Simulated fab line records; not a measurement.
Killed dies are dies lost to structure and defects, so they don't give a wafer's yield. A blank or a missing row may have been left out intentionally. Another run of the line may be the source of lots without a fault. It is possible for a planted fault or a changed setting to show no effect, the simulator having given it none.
Matching of chambers	flow n5 finfet	4 sister chambers for N5_FIN_SAQP_MANDREL2_REMOVE_60 on rie si-02
The step chemistry HBr/Cl2/O2, target a-Si, stops on SiNx, bt time 10 s. 24 wafers are shown with their chamber, then 12 later ones without.

WAFERS, EACH WITH ITS CHAMBER
wafer	chamber	throttle valve pct (%)	drypump motor current A (A)	oes product au (a.u.)
L074.1	1	36.2	6.3	1.026
L074.4	2	36.3	5.7	0.999
L074.6	0	36.9	5.8	1.006
L075.2	2	36.3	5.6	0.994
L075.3	1	36.2	6.3	1.025
L075.6	3	36.6	6.5	1.010
L083.1	3	36.6	6.5	1.017
L083.2	0	36.9	5.9	1.008
L083.3	2	36.3	5.6	0.991
L083.4	1	36.2	6.3	1.017
L083.5	3	36.6	6.5	1.009
L083.6	0	36.9	5.9	1.004
L086.1	1	36.2	6.3	1.023
L086.3	0	36.9	5.9	0.999
L086.6	0	36.9	5.9	0.999
L089.1	0	36.9	5.9	1.006
L089.4	1	36.3	6.3	1.021
L089.6	3	36.6	6.5	1.014
L090.3	3	36.6	6.5	1.022
L090.4	1	36.2	6.3	1.019
L090.6	2	36.3	5.7	0.985
L091.1	0	36.9	5.9	1.013
L091.2	3	36.6	6.5	1.014
L091.3	1	36.2	6.3	1.021

SIGNATURES, as means of the wafers listed above
reading	chamber 0	chamber 1	chamber 2	chamber 3	scatter within a chamber
throttle valve pct	36.900	36.214	36.300	36.600	0.0207
drypump motor current A	5.886	6.300	5.650	6.500	0.0305
oes product au	1.00500	1.02171	0.99225	1.01433	0.00461
Rule: for a wafer and a chamber, the distance is found by dividing, reading by reading, the gap between the wafer's reading and the chamber's mean by the reading's scatter, squaring, summing and taking the root. If the next closest chamber is less than 2 further off than the closest, the wafer can't be placed; otherwise it belongs to the closest. The scatter is the square root of a quotient: the sum, over the shown wafers, of each reading's squared deviation from its chamber's mean, divided by wafers minus chambers.

WAFERS WITH NO CHAMBER GIVEN
wafer	throttle valve pct (%)	drypump motor current A (A)	oes product au (a.u.)
L091.4	36.3	5.6	0.992
L091.5	36.9	5.9	1.006
L091.6	36.2	6.3	1.018
L094.2	36.6	6.5	1.007
L094.3	36.9	5.9	1.014
L094.6	36.6	6.5	0.999
L095.1	36.9	5.9	1.004
L095.2	36.3	5.7	0.991
L095.3	36.6	6.5	0.998
L095.4	36.2	6.3	1.032
L095.5	36.2	6.3	1.029
L095.6	36.3	5.7	0.983

THE CHAMBER EACH PASSED THROUGH
wafer	from the rows above	in truth
L091.4	2	2
L091.5	0	0
L091.6	1	1
L094.2	3	3
L094.3	0	0
L094.6	3	3
L095.1	0	0
L095.2	2	2
L095.3	3	3
L095.4	1	1
L095.5	1	1
L095.6	2	2
Correct placement for 12 of the 12. Number that these rows cannot place: 0. Placed wrongly: 0.
